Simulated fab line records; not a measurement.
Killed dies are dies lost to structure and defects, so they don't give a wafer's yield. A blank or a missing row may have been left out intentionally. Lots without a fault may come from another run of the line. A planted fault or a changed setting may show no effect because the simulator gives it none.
Comparing a struck lot with a sound one ; flow nand harc ; 27 out of 1302 route steps
Sound: wafers L236.2, L236.4, L236.6. Struck: wafer L225.4. The cause is named last.
For every step that has rows: the tool of each side, followed by ch and its chambers, followed by its first start. Under that, the readings that differ: sound wafers ; struck wafers ; difference of the means ; sigmas: that difference in standard deviations of wafers without a fault.
alike: same words and numbers on both sides, and readings whose means sit less than 2 such deviations apart. not compared: any withheld reading, any reading some wafer has no value for, any bound like >300 that may hide the same value, and any number with overlapping values for which the record gives no deviation.
Wherever a step has rows on one side only, a row that says differs or no value, or a row with sigmas, the two part there. When numbers do not overlap yet have no deviation, they are printed without sigmas and do not part them. A reading that every wafer of one side lacks parts them only if that side has two wafers or more.

NHARC_A_CHANNEL_HOLE_D2_INSPECT_40:
  sound on defect inspect-01, day 20 05:40; struck on defect inspect-02, day 19 02:07
  alike: raw defect count
then, 5 steps without rows for these wafers: NHARC_A_CHANNEL_FILL_D2_PRECLEAN_00 (cleans in SC1); NHARC_A_CHANNEL_FILL_D2_SRD_01; NHARC_A_CHANNEL_FILL_D2_ALD_02 (deposits SiO2, target thk 6 nm, pulse time 10 s, ald cycles 60); NHARC_A_CHANNEL_FILL_D2_ALD_03 (deposits SiNx, target thk 6 nm, pulse time 60 s, ald cycles 58); NHARC_A_CHANNEL_FILL_D2_ALD_14 (deposits SiO2, target thk 2.5 nm, pulse time 10 s, ald cycles 25).
NHARC_A_CHANNEL_FILL_D2_ALD_15: deposits SiNx, target thk 2 nm, pulse time 60 s, ald cycles 19.
  sound on ald sin batch-02 ch 0; struck on ald sin batch-01 ch 0
  alike: precursor pulse height rel
NHARC_A_CHANNEL_FILL_D2_ALD_16: deposits SiO2, target thk 1.5 nm, pulse time 10 s, ald cycles 15.
  sound on ald hk-01 ch 0,3, day 20 19:34; struck on ald hk-04 ch 0, day 19 15:50
  alike: heater power w, precursor pulse height rel
then, 3 steps without rows for these wafers: NHARC_A_CHANNEL_FILL_D2_ANNEAL_17 (time 1800 s); NHARC_A_CHANNEL_FILL_D2_CVD_18 (deposits poly-Si, target thk 3 nm); NHARC_A_CHANNEL_FILL_D2_ETCHBACK_19 (etches the open film in HBr/Cl2, target depth 5 nm, time 1.7 s).
NHARC_A_CHANNEL_FILL_D2_ETCHBACK_20: etches the open film in C4F8/O2/Ar, target depth 27 nm, time 13.5 s.
  sound on rie diel-04 ch 0,1, day 21 07:39; struck on rie diel-07 ch 1, day 20 03:44
reading;sound;struck;difference;sigmas
oes product au (a.u.);0.93 0.91 0.92;0.99;+0.07;+2
rf vpp V (V);984 982 986;972;-12;-2
  not compared: rf hours counter h
NHARC_A_CHANNEL_FILL_D2_STRIP_28: strips in O2, time 20 s.
  sound on rie diel-04 ch 1,3, day 21 07:44; struck on rie diel-07 ch 2, day 20 03:52
  alike: drypump motor current A, oes product au, rf vpp V, showerhead plenum p Torr, throttle valve pct
  not compared: rf hours counter h
then, 6 steps without rows for these wafers: NHARC_A_CHANNEL_FILL_D2_PRECLEAN_21 (cleans in dHF, time 30 s); NHARC_A_CHANNEL_FILL_D2_SRD_23; NHARC_A_CHANNEL_FILL_D2_CVD_05 (deposits poly-Si, target thk 5 nm); NHARC_A_CHANNEL_FILL_D2_ANNEAL_22 (time 7200 s); NHARC_A_CHANNEL_FILL_D2_ALD_25 (deposits SiOx, target thk 60 nm, pulse time 10 s, ald cycles 600); NHARC_A_CHANNEL_FILL_D2_ETCHBACK_08 (etches the open film in C4F8, target depth 220 nm, time 110 s).
NHARC_A_CHANNEL_FILL_D2_STRIP_29: strips in O2, time 20 s.
  sound on rie diel-07 ch 0,2; struck on rie diel-13 ch 3
reading;sound;struck;difference;sigmas
rf vpp V (V);60.2 58.0 59.6;56.9;-2.4;-3
  alike: drypump motor current A, oes product au, showerhead plenum p Torr, throttle valve pct
  not compared: rf hours counter h
then, 3 steps without rows for these wafers: NHARC_A_CHANNEL_FILL_D2_PRECLEAN_30 (cleans in dHF, time 30 s); NHARC_A_CHANNEL_FILL_D2_SRD_31; NHARC_A_CHANNEL_FILL_D2_CVD_09 (deposits poly-Si, target thk 150 nm, time 3000 s).
NHARC_A_CHANNEL_FILL_D2_CMP_10: polishes, target thk 150 nm.
  sound on cmp-04 ch 1,3, day 22 06:25; struck on cmp-03 ch 0, day 21 03:08
  alike: motor current A, time to endpoint s
then, 2 steps without rows for these wafers: NHARC_A_CHANNEL_FILL_D2_SRD_12; NHARC_A_CHANNEL_FILL_D2_RTA_24 (time 5 s).
-- record jumps: 11 days between struck wafers' starts before vs after; left off in module A_CHANNEL_FILL_D2, resumes in module END, first step shown is number 1302 of the route --
NHARC_END_SORT_01:
  at this point the record logs the struck wafers (prober-02 ch 0, day 32 00:39) and has no rows for the sound ones

== WHERE THEY PART ==
First at NHARC_A_CHANNEL_FILL_D2_ETCHBACK_20; last, within this record, at NHARC_END_SORT_01.

WHY: whatever the simulator had introduced
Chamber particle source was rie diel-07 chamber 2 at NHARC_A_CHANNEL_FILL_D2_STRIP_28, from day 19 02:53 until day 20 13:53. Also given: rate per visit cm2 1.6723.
